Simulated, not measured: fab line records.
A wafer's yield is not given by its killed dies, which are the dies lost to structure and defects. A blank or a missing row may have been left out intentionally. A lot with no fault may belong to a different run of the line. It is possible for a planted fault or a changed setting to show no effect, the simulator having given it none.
Which tool was responsible? :: flow nandHarc :: 24 lots with 72 wafers sampled at 4 steps, on a route of 1159 steps

WHAT THE GAUGES SHOWED, per wafer
NHARC_P_CONTACT_OVL_MEAS_13.
lot: L076
measured: day 5 20:13
on: overlay-02
overlayXNm (nm): -1.2 -0.6 -1.1
overlayYNm (nm): 0.3 0.3 0.4

lot: L075
measured: day 5 21:07
on: overlay-02
overlayXNm (nm): -0.7 -1.4 -1.1
overlayYNm (nm): 0.3 0.6 0.6

lot: L074
measured: day 5 22:05
on: overlay-01
overlayXNm (nm): 0.7 0.5 0.9
overlayYNm (nm): 0.3 0.9 0.8

lot: L077
measured: day 6 08:14
on: overlay-02
overlayXNm (nm): -0.5 -1.3 -1.0
overlayYNm (nm): 0.6 0.7 0.4

lot: L078
measured: day 6 08:50
on: overlay-01
overlayXNm (nm): 0.5 -0.1 -0.4
overlayYNm (nm): -0.4 0.1 -0.4

lot: L079
measured: day 6 16:01
on: overlay-02
overlayXNm (nm): 0.8 1.0 1.1
overlayYNm (nm): 0.4 0.1 -0.1

lot: L080
measured: day 7 03:25
on: overlay-01
overlayXNm (nm): -1.5 -2.2 -2.0
overlayYNm (nm): -0.9 -0.6 -0.7

lot: L081
measured: day 7 07:58
on: overlay-01
overlayXNm (nm): 0.5 -0.6 -0.1
overlayYNm (nm): -0.3 -0.4 -0.5

lot: L083
measured: day 7 18:46
on: overlay-01
overlayXNm (nm): -2.0 -1.2 -0.9
overlayYNm (nm): -0.6 0.0 -0.1

lot: L082
measured: day 7 19:14
on: overlay-02
overlayXNm (nm): 0.8 1.0 0.8
overlayYNm (nm): -1.0 -1.3 -1.2

lot: L084
measured: day 8 07:13
on: overlay-01
overlayXNm (nm): -0.2 -0.2 -0.8
overlayYNm (nm): 0.7 0.4 -0.2

lot: L086
measured: day 8 19:14
on: overlay-02
overlayXNm (nm): -0.9 -0.1 -0.3
overlayYNm (nm): -0.4 -0.6 -0.7

lot: L087
measured: day 8 20:06
on: overlay-02
overlayXNm (nm): -0.9 -1.2 -1.0
overlayYNm (nm): -1.7 -1.5 -1.4

lot: L085
measured: day 8 22:47
on: overlay-01
overlayXNm (nm): 0.9 0.8 0.6
overlayYNm (nm): 1.0 0.8 1.7

lot: L089
measured: day 9 15:14
on: overlay-02
overlayXNm (nm): 0.6 0.1 0.2
overlayYNm (nm): 0.0 0.1 0.1

lot: L090
measured: day 9 17:53
on: overlay-01
overlayXNm (nm): 1.6 0.7 0.9
overlayYNm (nm): 0.2 -0.2 0.2

lot: L088
measured: day 9 21:33
on: overlay-01
overlayXNm (nm): -0.9 0.0 0.2
overlayYNm (nm): -0.6 -1.1 -0.8

lot: L091
measured: day 9 22:55
on: overlay-02
overlayXNm (nm): -0.8 -1.1 -0.7
overlayYNm (nm): 1.3 1.2 1.2

lot: L092
measured: day 10 03:22
on: overlay-01
overlayXNm (nm): -0.2 -0.2 -0.5
overlayYNm (nm): 0.1 0.1 0.4

lot: L093
measured: day 10 05:31
on: overlay-02
overlayXNm (nm): -0.1 0.4 0.2
overlayYNm (nm): -0.6 -0.4 0.1

lot: L094
measured: day 10 11:11
on: overlay-02
overlayXNm (nm): 0.3 -0.5 0.1
overlayYNm (nm): -0.7 -0.3 -0.2

lot: L095
measured: day 10 18:48
on: overlay-02
overlayXNm (nm): 1.2 1.3 1.0
overlayYNm (nm): 0.1 0.4 0.4

lot: L096
measured: day 11 01:18
on: overlay-01
overlayXNm (nm): -0.2 -0.6 -0.6
overlayYNm (nm): -0.4 -0.6 -0.5

lot: L097
measured: day 11 03:26
on: overlay-02
overlayXNm (nm): 1.4 1.2 0.9
overlayYNm (nm): -0.8 -1.0 -0.3

TOOL THAT RAN EACH LOT (tool first, then ch and the chambers of the sampled wafers, then the start)
lot: L076
NHARC_P_GATE_DESCUM_61: rieDiel-12 ch 1,2,3, day 5 13:58
NHARC_P_GATE_DESCUM_93: rieDiel-02 ch 0,1,2, day 5 15:35
NHARC_P_GATE_RTA_64: rtpAnneal-01 ch 0, day 5 17:16

lot: L075
NHARC_P_GATE_DESCUM_61: rieDiel-12 ch 2,3, day 5 14:49
NHARC_P_GATE_DESCUM_93: rieDiel-02 ch 2,3, day 5 16:24
NHARC_P_GATE_RTA_64: rtpAnneal-02 ch 0, day 5 18:16

lot: L074
NHARC_P_GATE_DESCUM_61: rieDiel-12 ch 0,2,3, day 5 15:41
NHARC_P_GATE_DESCUM_93: rieDiel-12 ch 1,2,3, day 5 17:16
NHARC_P_GATE_RTA_64: rtpAnneal-01 ch 0, day 5 18:56

lot: L077
NHARC_P_GATE_DESCUM_61: rieDiel-12 ch 0,1,2, day 6 02:01
NHARC_P_GATE_DESCUM_93: rieDiel-12 ch 0,2,3, day 6 03:35
NHARC_P_GATE_RTA_64: rtpAnneal-02 ch 0, day 6 05:16

lot: L078
NHARC_P_GATE_DESCUM_61: rieDiel-12 ch 0,1,2, day 6 02:23
NHARC_P_GATE_DESCUM_93: rieDiel-12 ch 0,3, day 6 04:05
NHARC_P_GATE_RTA_64: rtpAnneal-01 ch 0, day 6 05:52

lot: L079
NHARC_P_GATE_DESCUM_61: rieDiel-12 ch 1,2,3, day 6 09:40
NHARC_P_GATE_DESCUM_93: rieDiel-12 ch 0,1,2, day 6 11:15
NHARC_P_GATE_RTA_64: rtpAnneal-02 ch 0, day 6 13:02

lot: L080
NHARC_P_GATE_DESCUM_61: rieDiel-12 ch 0,1,2, day 6 21:01
NHARC_P_GATE_DESCUM_93: rieDiel-12 ch 0,2,3, day 6 22:44
NHARC_P_GATE_RTA_64: rtpAnneal-01 ch 0, day 7 00:23

lot: L081
NHARC_P_GATE_DESCUM_61: rieDiel-03 ch 0,1,3, day 7 01:44
NHARC_P_GATE_DESCUM_93: rieDiel-12 ch 0,2,3, day 7 03:20
NHARC_P_GATE_RTA_64: rtpAnneal-01 ch 0, day 7 05:01

lot: L083
NHARC_P_GATE_DESCUM_61: rieDiel-12 ch 1,2,3, day 7 12:05
NHARC_P_GATE_DESCUM_93: rieDiel-12 ch 0,1,3, day 7 14:11
NHARC_P_GATE_RTA_64: rtpAnneal-02 ch 0, day 7 15:50

lot: L082
NHARC_P_GATE_DESCUM_61: rieDiel-03 ch 0,1,3, day 7 12:35
NHARC_P_GATE_DESCUM_93: rieDiel-12 ch 1,3, day 7 14:26
NHARC_P_GATE_RTA_64: rtpAnneal-01 ch 0, day 7 16:07

lot: L084
NHARC_P_GATE_DESCUM_61: rieDiel-12 ch 0,1,2, day 8 00:53
NHARC_P_GATE_DESCUM_93: rieDiel-12 ch 0,1,3, day 8 02:35
NHARC_P_GATE_RTA_64: rtpAnneal-01 ch 0, day 8 04:14

lot: L086
NHARC_P_GATE_DESCUM_61: rieDiel-02 ch 0,1,3, day 8 12:55
NHARC_P_GATE_DESCUM_93: rieDiel-02 ch 0,2,3, day 8 14:38
NHARC_P_GATE_RTA_64: rtpAnneal-02 ch 0, day 8 16:16

lot: L087
NHARC_P_GATE_DESCUM_61: rieDiel-02 ch 0,3, day 8 13:16
NHARC_P_GATE_DESCUM_93: rieDiel-02 ch 0,1,2, day 8 14:51
NHARC_P_GATE_RTA_64: rtpAnneal-02 ch 0, day 8 17:03

lot: L085
NHARC_P_GATE_DESCUM_61: rieDiel-02 ch 0,2,3, day 8 14:58
NHARC_P_GATE_DESCUM_93: rieDiel-12 ch 0,3, day 8 17:56
NHARC_P_GATE_RTA_64: rtpAnneal-02 ch 0, day 8 19:52

lot: L089
NHARC_P_GATE_DESCUM_61: rieDiel-03 ch 1,2, day 9 08:32
NHARC_P_GATE_DESCUM_93: rieDiel-02 ch 1,2,3, day 9 10:17
NHARC_P_GATE_RTA_64: rtpAnneal-01 ch 0, day 9 11:55

lot: L090
NHARC_P_GATE_DESCUM_61: rieDiel-02 ch 0,2, day 9 11:28
NHARC_P_GATE_DESCUM_93: rieDiel-03 ch 0,2,3, day 9 13:11
NHARC_P_GATE_RTA_64: rtpAnneal-01 ch 0, day 9 14:50

lot: L088
NHARC_P_GATE_DESCUM_61: rieDiel-03 ch 0,1,2, day 9 15:02
NHARC_P_GATE_DESCUM_93: rieDiel-03 ch 0,2,3, day 9 16:47
NHARC_P_GATE_RTA_64: rtpAnneal-02 ch 0, day 9 18:35

lot: L091
NHARC_P_GATE_DESCUM_61: rieDiel-03 ch 0,2,3, day 9 16:28
NHARC_P_GATE_DESCUM_93: rieDiel-03 ch 0,1, day 9 18:08
NHARC_P_GATE_RTA_64: rtpAnneal-01 ch 0, day 9 19:49

lot: L092
NHARC_P_GATE_DESCUM_61: rieDiel-03 ch 2,3, day 9 21:08
NHARC_P_GATE_DESCUM_93: rieDiel-03 ch 0,1,3, day 9 22:52
NHARC_P_GATE_RTA_64: rtpAnneal-02 ch 0, day 10 00:31

lot: L093
NHARC_P_GATE_DESCUM_61: rieDiel-12 ch 0,2,3, day 9 22:44
NHARC_P_GATE_DESCUM_93: rieDiel-02 ch 0,1,3, day 10 00:23
NHARC_P_GATE_RTA_64: rtpAnneal-02 ch 0, day 10 02:02

lot: L094
NHARC_P_GATE_DESCUM_61: rieDiel-12 ch 0,2,3, day 10 04:59
NHARC_P_GATE_DESCUM_93: rieDiel-12 ch 0,2,3, day 10 06:43
NHARC_P_GATE_RTA_64: rtpAnneal-02 ch 0, day 10 08:22

lot: L095
NHARC_P_GATE_DESCUM_61: rieDiel-12 ch 0,1, day 10 12:25
NHARC_P_GATE_DESCUM_93: rieDiel-12 ch 1,2, day 10 14:16
NHARC_P_GATE_RTA_64: rtpAnneal-02 ch 0, day 10 15:55

lot: L096
NHARC_P_GATE_DESCUM_61: rieDiel-03 ch 0,1,2, day 10 19:05
NHARC_P_GATE_DESCUM_93: rieDiel-12 ch 0,2, day 10 20:41
NHARC_P_GATE_RTA_64: rtpAnneal-01 ch 0, day 10 22:20

lot: L097
NHARC_P_GATE_DESCUM_61: rieDiel-12 ch 0,2, day 10 21:09
NHARC_P_GATE_DESCUM_93: rieDiel-12 ch 0,2,3, day 10 22:52
NHARC_P_GATE_RTA_64: rtpAnneal-02 ch 0, day 11 00:32
- NHARC_P_GATE_DESCUM_61: chemistry O2, time 3 s.
- NHARC_P_GATE_DESCUM_93: chemistry O2, time 3 s.
- NHARC_P_GATE_RTA_64: time 1 s.

AS READ BY THE TOOLS THEMSELVES (means over the sampled wafers that have a number; for cases with no such wafer, the mark the record gives instead)
NHARC_P_GATE_DESCUM_61.
lot: L076
tool: rieDiel-12
drypumpMotorCurrentA (A): 5.8
oesProductAu (a.u.): 0.997
rfVppV (V): 57.8
showerheadPlenumPTorr (Torr): 1.97
throttleValvePct (%): 11.308

lot: L075
tool: rieDiel-12
drypumpMotorCurrentA (A): 5.9
oesProductAu (a.u.): 1.007
rfVppV (V): 58.2
showerheadPlenumPTorr (Torr): 2.04
throttleValvePct (%): 11.308

lot: L074
tool: rieDiel-12
drypumpMotorCurrentA (A): 6.0
oesProductAu (a.u.): 1.011
rfVppV (V): 58.6
showerheadPlenumPTorr (Torr): 1.95
throttleValvePct (%): 11.300

lot: L077
tool: rieDiel-12
drypumpMotorCurrentA (A): 5.8
oesProductAu (a.u.): 0.998
rfVppV (V): 57.3
showerheadPlenumPTorr (Torr): 1.90
throttleValvePct (%): 11.314

lot: L078
tool: rieDiel-12
drypumpMotorCurrentA (A): 5.8
oesProductAu (a.u.): 1.006
rfVppV (V): 58.1
showerheadPlenumPTorr (Torr): 1.90
throttleValvePct (%): 11.315

lot: L079
tool: rieDiel-12
drypumpMotorCurrentA (A): 5.8
oesProductAu (a.u.): 1.008
rfVppV (V): 58.1
showerheadPlenumPTorr (Torr): 1.97
throttleValvePct (%): 11.311

lot: L080
tool: rieDiel-12
drypumpMotorCurrentA (A): 5.8
oesProductAu (a.u.): 0.991
rfVppV (V): 57.6
showerheadPlenumPTorr (Torr): 1.90
throttleValvePct (%): 11.316

lot: L081
tool: rieDiel-03
drypumpMotorCurrentA (A): 5.4
oesProductAu (a.u.): 0.988
rfVppV (V): 58.0
showerheadPlenumPTorr (Torr): 1.88
throttleValvePct (%): 11.321

lot: L083
tool: rieDiel-12
drypumpMotorCurrentA (A): 5.8
oesProductAu (a.u.): 1.012
rfVppV (V): 57.6
showerheadPlenumPTorr (Torr): 1.96
throttleValvePct (%): 11.307

lot: L082
tool: rieDiel-03
drypumpMotorCurrentA (A): 5.4
oesProductAu (a.u.): 0.998
rfVppV (V): 58.0
showerheadPlenumPTorr (Torr): 1.88
throttleValvePct (%): 11.311

lot: L084
tool: rieDiel-12
drypumpMotorCurrentA (A): 5.8
oesProductAu (a.u.): 0.995
rfVppV (V): 57.7
showerheadPlenumPTorr (Torr): 1.89
throttleValvePct (%): 11.321

lot: L086
tool: rieDiel-02
drypumpMotorCurrentA (A): 5.8
oesProductAu (a.u.): 0.983
rfVppV (V): 58.0
showerheadPlenumPTorr (Torr): 1.94
throttleValvePct (%): 11.314

lot: L087
tool: rieDiel-02
drypumpMotorCurrentA (A): 6.3
oesProductAu (a.u.): 0.977
rfVppV (V): 58.7
showerheadPlenumPTorr (Torr): 2.02
throttleValvePct (%): 11.299

lot: L085
tool: rieDiel-02
drypumpMotorCurrentA (A): 6.1
oesProductAu (a.u.): 0.981
rfVppV (V): 57.5
showerheadPlenumPTorr (Torr): 1.94
throttleValvePct (%): 11.311

lot: L089
tool: rieDiel-03
drypumpMotorCurrentA (A): 5.6
oesProductAu (a.u.): 0.993
rfVppV (V): 58.0
showerheadPlenumPTorr (Torr): 1.94
throttleValvePct (%): 11.319

lot: L090
tool: rieDiel-02
drypumpMotorCurrentA (A): 5.7
oesProductAu (a.u.): 0.989
rfVppV (V): 57.8
showerheadPlenumPTorr (Torr): 1.92
throttleValvePct (%): 11.310

lot: L088
tool: rieDiel-03
drypumpMotorCurrentA (A): 5.6
oesProductAu (a.u.): 0.990
rfVppV (V): 58.0
showerheadPlenumPTorr (Torr): 1.92
throttleValvePct (%): 11.320

lot: L091
tool: rieDiel-03
drypumpMotorCurrentA (A): 5.5
oesProductAu (a.u.): 0.992
rfVppV (V): 57.8
showerheadPlenumPTorr (Torr): 1.92
throttleValvePct (%): 11.296

lot: L092
tool: rieDiel-03
drypumpMotorCurrentA (A): 5.4
oesProductAu (a.u.): 0.996
rfVppV (V): 58.4
showerheadPlenumPTorr (Torr): 1.89
throttleValvePct (%): 11.312

lot: L093
tool: rieDiel-12
drypumpMotorCurrentA (A): 6.0
oesProductAu (a.u.): 1.006
rfVppV (V): 58.0
showerheadPlenumPTorr (Torr): 1.94
throttleValvePct (%): 11.305

lot: L094
tool: rieDiel-12
drypumpMotorCurrentA (A): 6.0
oesProductAu (a.u.): 1.014
rfVppV (V): 57.7
showerheadPlenumPTorr (Torr): 1.94
throttleValvePct (%): 11.316

lot: L095
tool: rieDiel-12
drypumpMotorCurrentA (A): 5.9
oesProductAu (a.u.): 1.008
rfVppV (V): 57.3
showerheadPlenumPTorr (Torr): 1.80
throttleValvePct (%): 11.303

lot: L096
tool: rieDiel-03
drypumpMotorCurrentA (A): 5.5
oesProductAu (a.u.): 0.988
rfVppV (V): 58.4
showerheadPlenumPTorr (Torr): 1.92
throttleValvePct (%): 11.325

lot: L097
tool: rieDiel-12
drypumpMotorCurrentA (A): 6.0
oesProductAu (a.u.): 1.013
rfVppV (V): 57.6
showerheadPlenumPTorr (Torr): 1.96
throttleValvePct (%): 11.316

NHARC_P_GATE_DESCUM_93.
lot: L076
tool: rieDiel-02
drypumpMotorCurrentA (A): 5.7
oesProductAu (a.u.): 0.987
rfVppV (V): 57.4
showerheadPlenumPTorr (Torr): 1.86
throttleValvePct (%): 11.307

lot: L075
tool: rieDiel-02
drypumpMotorCurrentA (A): 6.6
oesProductAu (a.u.): 0.987
rfVppV (V): 58.1
showerheadPlenumPTorr (Torr): 1.95
throttleValvePct (%): 11.316

lot: L074
tool: rieDiel-12
drypumpMotorCurrentA (A): 5.8
oesProductAu (a.u.): 1.012
rfVppV (V): 58.0
showerheadPlenumPTorr (Torr): 1.97
throttleValvePct (%): 11.316

lot: L077
tool: rieDiel-12
drypumpMotorCurrentA (A): 6.0
oesProductAu (a.u.): 1.003
rfVppV (V): 58.2
showerheadPlenumPTorr (Torr): 1.95
throttleValvePct (%): 11.305

lot: L078
tool: rieDiel-12
drypumpMotorCurrentA (A): 6.1
oesProductAu (a.u.): 1.009
rfVppV (V): 57.7
showerheadPlenumPTorr (Torr): 1.86
throttleValvePct (%): 11.316

lot: L079
tool: rieDiel-12
drypumpMotorCurrentA (A): 5.8
oesProductAu (a.u.): 1.006
rfVppV (V): 56.8
showerheadPlenumPTorr (Torr): 1.90
throttleValvePct (%): 11.310

lot: L080
tool: rieDiel-12
drypumpMotorCurrentA (A): 6.0
oesProductAu (a.u.): 1.000
rfVppV (V): 58.5
showerheadPlenumPTorr (Torr): 1.95
throttleValvePct (%): 11.312

lot: L081
tool: rieDiel-12
drypumpMotorCurrentA (A): 6.0
oesProductAu (a.u.): 1.005
rfVppV (V): 57.7
showerheadPlenumPTorr (Torr): 1.95
throttleValvePct (%): 11.309

lot: L083
tool: rieDiel-12
drypumpMotorCurrentA (A): 5.8
oesProductAu (a.u.): 0.997
rfVppV (V): 58.1
showerheadPlenumPTorr (Torr): 1.88
throttleValvePct (%): 11.310

lot: L082
tool: rieDiel-12
drypumpMotorCurrentA (A): 5.7
oesProductAu (a.u.): 1.012
rfVppV (V): 58.1
showerheadPlenumPTorr (Torr): 1.94
throttleValvePct (%): 11.318

lot: L084
tool: rieDiel-12
drypumpMotorCurrentA (A): 5.8
oesProductAu (a.u.): 1.013
rfVppV (V): 57.6
showerheadPlenumPTorr (Torr): 1.87
throttleValvePct (%): 11.311

lot: L086
tool: rieDiel-02
drypumpMotorCurrentA (A): 6.2
oesProductAu (a.u.): 0.981
rfVppV (V): 58.2
showerheadPlenumPTorr (Torr): 1.94
throttleValvePct (%): 11.316

lot: L087
tool: rieDiel-02
drypumpMotorCurrentA (A): 5.7
oesProductAu (a.u.): 0.985
rfVppV (V): 57.0
showerheadPlenumPTorr (Torr): 1.86
throttleValvePct (%): 11.311

lot: L085
tool: rieDiel-12
drypumpMotorCurrentA (A): 6.0
oesProductAu (a.u.): 1.018
rfVppV (V): 57.3
showerheadPlenumPTorr (Torr): 1.92
throttleValvePct (%): 11.298

lot: L089
tool: rieDiel-02
drypumpMotorCurrentA (A): 6.2
oesProductAu (a.u.): 0.996
rfVppV (V): 57.4
showerheadPlenumPTorr (Torr): 1.86
throttleValvePct (%): 11.300

lot: L090
tool: rieDiel-03
drypumpMotorCurrentA (A): 5.5
oesProductAu (a.u.): 0.994
rfVppV (V): 58.0
showerheadPlenumPTorr (Torr): 1.92
throttleValvePct (%): 11.313

lot: L088
tool: rieDiel-03
drypumpMotorCurrentA (A): 5.6
oesProductAu (a.u.): 0.999
rfVppV (V): 57.3
showerheadPlenumPTorr (Torr): 1.92
throttleValvePct (%): 11.320

lot: L091
tool: rieDiel-03
drypumpMotorCurrentA (A): 5.6
oesProductAu (a.u.): 0.995
rfVppV (V): 58.2
showerheadPlenumPTorr (Torr): 1.91
throttleValvePct (%): 11.311

lot: L092
tool: rieDiel-03
drypumpMotorCurrentA (A): 5.4
oesProductAu (a.u.): 0.994
rfVppV (V): 57.4
showerheadPlenumPTorr (Torr): 1.88
throttleValvePct (%): 11.317

lot: L093
tool: rieDiel-02
drypumpMotorCurrentA (A): 5.8
oesProductAu (a.u.): 0.985
rfVppV (V): 58.4
showerheadPlenumPTorr (Torr): 1.94
throttleValvePct (%): 11.313

lot: L094
tool: rieDiel-12
drypumpMotorCurrentA (A): 6.0
oesProductAu (a.u.): 1.013
rfVppV (V): 58.6
showerheadPlenumPTorr (Torr): 1.94
throttleValvePct (%): 11.309

lot: L095
tool: rieDiel-12
drypumpMotorCurrentA (A): 5.6
oesProductAu (a.u.): 1.018
rfVppV (V): 58.0
showerheadPlenumPTorr (Torr): 1.91
throttleValvePct (%): 11.306

lot: L096
tool: rieDiel-12
drypumpMotorCurrentA (A): 6.0
oesProductAu (a.u.): 1.008
rfVppV (V): 57.7
showerheadPlenumPTorr (Torr): 1.96
throttleValvePct (%): 11.304

lot: L097
tool: rieDiel-12
drypumpMotorCurrentA (A): 6.0
oesProductAu (a.u.): 1.010
rfVppV (V): 57.6
showerheadPlenumPTorr (Torr): 1.94
throttleValvePct (%): 11.303

NHARC_P_GATE_RTA_64.
lot: L076
tool: rtpAnneal-01
lampPowerPct (%): 37
lamp_zone_5_pct (%): 37
wafer_temp_C_max: 1055.5

lot: L075
tool: rtpAnneal-02
lampPowerPct (%): 27
lamp_zone_5_pct (%): 27
wafer_temp_C_max: 1053.9

lot: L074
tool: rtpAnneal-01
lampPowerPct (%): 37
lamp_zone_5_pct (%): 37
wafer_temp_C_max: 1054.2

lot: L077
tool: rtpAnneal-02
lampPowerPct (%): 27
lamp_zone_5_pct (%): 27
wafer_temp_C_max: 1054.4

lot: L078
tool: rtpAnneal-01
lampPowerPct (%): 37
lamp_zone_5_pct (%): 37
wafer_temp_C_max: 1054.5

lot: L079
tool: rtpAnneal-02
lampPowerPct (%): 27
lamp_zone_5_pct (%): 27
wafer_temp_C_max: 1054.4

lot: L080
tool: rtpAnneal-01
lampPowerPct (%): 37
lamp_zone_5_pct (%): 37
wafer_temp_C_max: 1056.2

lot: L081
tool: rtpAnneal-01
lampPowerPct (%): 37
lamp_zone_5_pct (%): 37
wafer_temp_C_max: 1054.7

lot: L083
tool: rtpAnneal-02
lampPowerPct (%): 27
lamp_zone_5_pct (%): 27
wafer_temp_C_max: 1054.0

lot: L082
tool: rtpAnneal-01
lampPowerPct (%): 37
lamp_zone_5_pct (%): 37
wafer_temp_C_max: 1054.3

lot: L084
tool: rtpAnneal-01
lampPowerPct (%): 37
lamp_zone_5_pct (%): 37
wafer_temp_C_max: 1053.9

lot: L086
tool: rtpAnneal-02
lampPowerPct (%): 27
lamp_zone_5_pct (%): 27
wafer_temp_C_max: 1053.4

lot: L087
tool: rtpAnneal-02
lampPowerPct (%): 27
lamp_zone_5_pct (%): 27
wafer_temp_C_max: 1053.2

lot: L085
tool: rtpAnneal-02
lampPowerPct (%): 27
lamp_zone_5_pct (%): 27
wafer_temp_C_max: 1055.7

lot: L089
tool: rtpAnneal-01
lampPowerPct (%): 37
lamp_zone_5_pct (%): 38
wafer_temp_C_max: 1054.2

lot: L090
tool: rtpAnneal-01
lampPowerPct (%): 37
lamp_zone_5_pct (%): 37
wafer_temp_C_max: 1054.8

lot: L088
tool: rtpAnneal-02
lampPowerPct (%): 27
lamp_zone_5_pct (%): 27
wafer_temp_C_max: 1054.3

lot: L091
tool: rtpAnneal-01
lampPowerPct (%): 37
lamp_zone_5_pct (%): 37
wafer_temp_C_max: 1055.5

lot: L092
tool: rtpAnneal-02
lampPowerPct (%): 27
lamp_zone_5_pct (%): 27
wafer_temp_C_max: 1054.4

lot: L093
tool: rtpAnneal-02
lampPowerPct (%): 27
lamp_zone_5_pct (%): 27
wafer_temp_C_max: 1053.7

lot: L094
tool: rtpAnneal-02
lampPowerPct (%): 27
lamp_zone_5_pct (%): 27
wafer_temp_C_max: 1053.3

lot: L095
tool: rtpAnneal-02
lampPowerPct (%): 27
lamp_zone_5_pct (%): 27
wafer_temp_C_max: 1054.2

lot: L096
tool: rtpAnneal-01
lampPowerPct (%): 37
lamp_zone_5_pct (%): 37
wafer_temp_C_max: 1054.2

lot: L097
tool: rtpAnneal-02
lampPowerPct (%): 27
lamp_zone_5_pct (%): 27
wafer_temp_C_max: 1054.1

THE ANSWER, worked out from the rows above alone
Rule: the usual values come from the lots themselves. The widest of any qualifying gaps counts: lots, ordered by their means at a reading, are off when they make up no more than a third of the lots, leave a main group of 4 or more, and stand apart from it by 3 or more times the standard deviation of that group's means. If all means in a main group match to the digits the tables above print for the reading, that group is not used. A lot without any number at a reading at which 4 lots or more have one is off too. Any other lot the step has rows for is counted as sound. After the gauges, taken in route order, come the tools' own readings; for these a lot's mean is taken, as printed above. The first step at which some lot is off is used, and at that step the reading that is off furthest; a lot without a number counts as furthest.
No lot is off on any of the readings shown, so nothing can be concluded from this.

WHAT HAD BEEN PUT IN BY THE SIMULATOR
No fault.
